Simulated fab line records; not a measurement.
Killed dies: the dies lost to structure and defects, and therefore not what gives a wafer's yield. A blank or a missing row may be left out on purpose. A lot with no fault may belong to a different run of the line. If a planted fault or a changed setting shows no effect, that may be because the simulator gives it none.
Matching of chambers	flow nand_harc	NHARC_P_CONTACT_ALD_22 on ald_metal-01: 4 sister chambers
The step deposits TiN, target thk 3 nm, pulse time 1 s, ald cycles 150. 16 wafers are shown with their chamber, then 8 later ones without.

EACH WAFER AND ITS CHAMBER
wafer	chamber	heater_power_outer_w (W)	heater_power_w (W)	precursor_pulse_height_rel
L078.3	1	519	853	0.995
L078.4	1	539	847	1.028
L078.6	3	614	955	1.035
L080.2	2	613	986	0.973
L080.3	0	682	1055	0.972
L080.5	2	616	995	0.981
L084.1	2	605	995	0.996
L084.3	0	702	1042	1.006
L084.4	3	633	1034	0.986
L086.1	3	667	1033	1.005
L086.4	0	703	1058	1.000
L086.6	2	624	988	1.012
L088.1	3	663	1026	0.969
L088.4	0	702	1081	1.007
L088.6	2	619	992	1.027
L090.3	1	504	806	1.003

SIGNATURES, as means of the wafers listed above
reading	chamber 0	chamber 1	chamber 2	chamber 3	scatter within a chamber
heater_power_outer_w	697.25	520.67	615.40	644.25	15.9
heater_power_w	1059.00	835.33	991.20	1012.00	23.3
precursor_pulse_height_rel	0.99625	1.00867	0.99780	0.99875	0.0219
Rule: a wafer's distance from a chamber is the root of the sum, over the readings, of the square of ((its reading less the chamber's mean) divided by the reading's scatter). If the next closest chamber is less than 2 further off than the closest, the wafer can't be placed; otherwise it belongs to the closest. The scatter is the square root of a quotient: the sum, over the shown wafers, of each reading's squared deviation from its chamber's mean, divided by wafers minus chambers.

WAFERS WITH NO CHAMBER GIVEN
wafer	heater_power_outer_w (W)	heater_power_w (W)	precursor_pulse_height_rel
L090.4	658	1067	1.012
L090.5	501	789	1.026
L093.2	647	1032	0.984
L093.3	513	793	1.008
L093.6	701	1069	0.954
L095.2	507	779	1.003
L095.3	633	981	1.034
L095.5	496	781	0.961

THE CHAMBER EACH PASSED THROUGH
wafer	from the rows above	in truth
L090.4	can't be placed: 3 or 0 or 2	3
L090.5	1	1
L093.2	can't be placed: 3 or 2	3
L093.3	1	1
L093.6	0	0
L095.2	1	1
L095.3	can't be placed: 2 or 3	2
L095.5	1	1
Placed correctly: 5 of 8. From these rows, 3 cannot be placed; in 3 the true chamber is one of the candidates. Placed wrongly: 0.
